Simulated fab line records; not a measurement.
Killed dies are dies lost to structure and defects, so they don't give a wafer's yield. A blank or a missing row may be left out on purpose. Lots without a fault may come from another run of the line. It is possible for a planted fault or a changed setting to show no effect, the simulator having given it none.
A lot that was struck, set against a sound lot | flow n5 finfet | 37 out of 1938 route steps
Sound: the wafers L867.1, L867.4, L867.6. Struck: wafer L871.4. (L871.1, L871.6 of the same lot were not struck and are left out.) The cause comes at the end.
Order at every step that has rows: each side's tool, ch and its chambers, its first start. Under that, the readings that differ: sound wafers | struck wafers | difference of the means | sigmas: that difference in standard deviations of wafers without a fault.
alike: readings whose means differ by less than 2 such deviations, and words and numbers that are the same on both sides. not compared: withheld readings, readings that some wafer has no value for, bounds like >300 that may hide the same value, and numbers for which the record gives no deviation and whose values overlap.
Wherever a step has rows on one side only, a row that says differs or no value, or a row with sigmas, the two part there. When numbers do not overlap yet have no deviation, they are printed without sigmas and do not part them. A reading missing from all wafers of one side parts the sides only when that side holds two or more wafers.

first, 8 steps without rows for these wafers: N5_BEOL_M3_ECD_50 (material Cu, target thk 300 nm); N5_BEOL_M3_ANNEAL_51 (time 90 s); N5_BEOL_M3_CMP_52 (polishes, stops on SiOC, t overpolish 6.8 s, target thk 40 nm); N5_BEOL_M3_PRE_CLEAN_60 (time 15 s); N5_BEOL_M3_CO_CAP_55 (material Co, precursor CCTBA/H2, target thk 2 nm, time 102.1 s); N5_BEOL_M3_PRE_CLEAN_56 (time 15 s); N5_BEOL_M3_DEP_57 (deposits SiCN from 3MS/NH3, target thk 8 nm, time 14 s); N5_BEOL_M4_ILD_DEP_00 (deposits SiOC from DEMS/O2, target thk 79 nm, time 15.3 s).
N5_BEOL_M4_PECVD_72: deposits SiO2 from TEOS/O2, target thk 16 nm, time 18 s.
  sound on pecvd-03 ch 0,2, day 12 05:05; struck on pecvd-02 ch 0, day 13 20:01
  reading                                    | sound      | struck | difference | sigmas
  model.SiO2_of_BEOL_M4_PECVD_72.thk nm (nm) | 16 16.2 16 | 22.6   | +6.5       |
  alike: heater power outer w, heater power w, showerhead plenum p Torr, throttle valve pct
then, 25 steps without rows for these wafers: N5_BEOL_M4_HM_DEP_02 (deposits TiN, target thk 20 nm); N5_BEOL_M4_COAT_61 (time 60 s, resist thk 60 nm); N5_BEOL_M4_COAT_62 (time 60 s, resist thk 12 nm); N5_BEOL_M4_COAT_73 (time 60 s, resist thk 5 nm); N5_BEOL_M4_COAT_05 (resist thk 30 nm); N5_BEOL_M4_EBR_07; N5_BEOL_M4_SOFTBAKE_06 (time 60 s); N5_BEOL_M4_EXPOSE_08 (exposes mask M4); N5_BEOL_M4_PEB_09 (peb time 60 s); N5_BEOL_M4_DEVELOP_10 (develop time 30 s); N5_BEOL_M4_DESCUM_16 (chemistry O2, time 7 s); N5_BEOL_M4_ETCH_74 (etches underlayer in N2/H2, target depth 6.5 nm, time 5.2 s); N5_BEOL_M4_ETCH_63 (etches SiARC in CF4, target depth 15.6 nm, time 26 s); N5_BEOL_M4_ETCH_64 (etches SOC in N2/H2, target depth 75 nm, overetch 22.5 nm, time 121.9 s); N5_BEOL_M4_STRIP_65 (strips in N2/H2); N5_BEOL_M4_STRIP_75 (strips in N2/H2); N5_BEOL_M4_STRIP_66 (strips in CF4); N5_BEOL_M4_HM_OPEN_17 (chemistry Cl2/BCl3, target TiN, target depth 20 nm, overetch 6 nm); N5_BEOL_M4_STRIP_19 (strips in O2); N5_BEOL_M4_COAT_67 (time 60 s, resist thk 60 nm); N5_BEOL_M4_COAT_68 (time 60 s, resist thk 12 nm); N5_BEOL_M4_COAT_76 (time 60 s, resist thk 5 nm); N5_BEOL_M4_COAT_22 (resist thk 30 nm); N5_BEOL_M4_EBR_24; N5_BEOL_M4_SOFTBAKE_23 (time 60 s).
N5_BEOL_M4_HM_STRIP_39: strips TiN in peroxide tin strip, target depth 25 nm, time 158 s.
  sound on wet bench-04 ch 3,4,5, day 12 11:59; struck on wet bench-03 ch 6, day 14 00:38
  reading                                    | sound        | struck | difference | sigmas
  model.SiO2_of_BEOL_M4_PECVD_72.thk nm (nm) | 15.8 16 15.8 | 22.4   | +6.5       |
N5_BEOL_M4_CMP_52: polishes, stops on SiOC, t overpolish 6.8 s, target thk 40 nm.
  sound on cmp-02 ch 0,3, day 12 16:34; struck on cmp-02 ch 0, day 14 05:41
  reading                      | sound          | struck | difference | sigmas
  barrier field endpoint s (s) | 25.1 25.3 25.8 | 33.9   | +8.5       | +14
  alike: motor current A
N5_BEOL_M4_RC_MEAS_101:
  sound on prober-01 ch 0, day 12 17:12; struck on prober-01 ch 0, day 14 06:17
  alike: DIBL_N, DIBL_P, IOFF_N, IOFF_P, ION_N, ION_P, SS_N, SS_P, VT_N, VT_P

## WHERE THEY PART
At N5_BEOL_M4_CMP_52 and nowhere else, as far as this record goes. Later steps at which nothing parts them and some readings are alike: N5_BEOL_M4_RC_MEAS_101.

WHY: what had been put in by the simulator
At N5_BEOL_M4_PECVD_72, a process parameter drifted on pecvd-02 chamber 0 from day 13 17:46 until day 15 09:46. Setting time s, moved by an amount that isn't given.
